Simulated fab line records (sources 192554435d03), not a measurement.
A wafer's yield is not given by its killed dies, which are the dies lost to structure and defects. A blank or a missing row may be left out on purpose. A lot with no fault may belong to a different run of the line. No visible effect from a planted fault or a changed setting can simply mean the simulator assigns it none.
One fault seen from 2 desks + flow n5Finfet + only its own numbers are on each desk; what lay behind them is given at the end

## AT THE METROLOGY DESK
Lot by lot, what the gauges showed, no matter which tool ran the lot: averages of those sampled wafers that carry a number. Any lot whose mean is over 4 standard deviations away from the usual mean is out of limits and marked OUT; that distance is given in the brackets.
Columns: A = trenchDepthNm at N5_BEOL_M9_OCD_MEAS_38, usual 151.7 nm
| lot  | first seen here | A     |
|------|-----------------|-------|
| L246 | day 11 10:22    | 149.8 |
| L245 | day 11 12:40    | 150.2 |
| L248 | day 12 11:09    | 150.1 |
| L251 | day 12 13:45    | 151.2 |
| L250 | day 12 20:16    | 151.6 |
| L249 | day 13 04:45    | 150.2 |
| L254 | day 13 08:55    | 150.7 |
| L256 | day 14 18:07    | 150.1 |
| L258 | day 15 09:14    | 152.9 |
| L259 | day 15 22:10    | 149.1 |
| L262 | day 16 05:40    | 152.3 |
Result from this desk: across the 11 lots, nothing is out of limits.

## THE DEFECT DESK
Inspection counts along the route, by lot: the mean over sampled wafers that carry a number. Any lot whose mean is over 4 standard deviations away from the usual mean is out of limits and marked OUT; that distance is given in the brackets.
Columns: A = rawDefectCount at N5_BEOL_M9_INSPECT_30, usual 388
| lot  | first seen here | A   |
|------|-----------------|-----|
| L246 | day 11 08:17    | 384 |
| L245 | day 11 10:23    | 533 |
| L248 | day 12 10:40    | 496 |
| L251 | day 12 13:02    | 388 |
| L250 | day 12 19:47    | 441 |
| L249 | day 13 04:13    | 260 |
| L254 | day 13 08:25    | 348 |
| L256 | day 14 17:35    | 371 |
| L258 | day 15 06:14    | 391 |
| L259 | day 15 21:41    | 413 |
| L262 | day 16 05:11    | 415 |
Result from this desk: across the 11 lots, nothing is out of limits.

## BROUGHT TOGETHER
At the metrology desk, nothing out of limits was observed.
Nothing the defect desk looked at was out of limits.

## WHAT THE SIMULATOR PUT IN
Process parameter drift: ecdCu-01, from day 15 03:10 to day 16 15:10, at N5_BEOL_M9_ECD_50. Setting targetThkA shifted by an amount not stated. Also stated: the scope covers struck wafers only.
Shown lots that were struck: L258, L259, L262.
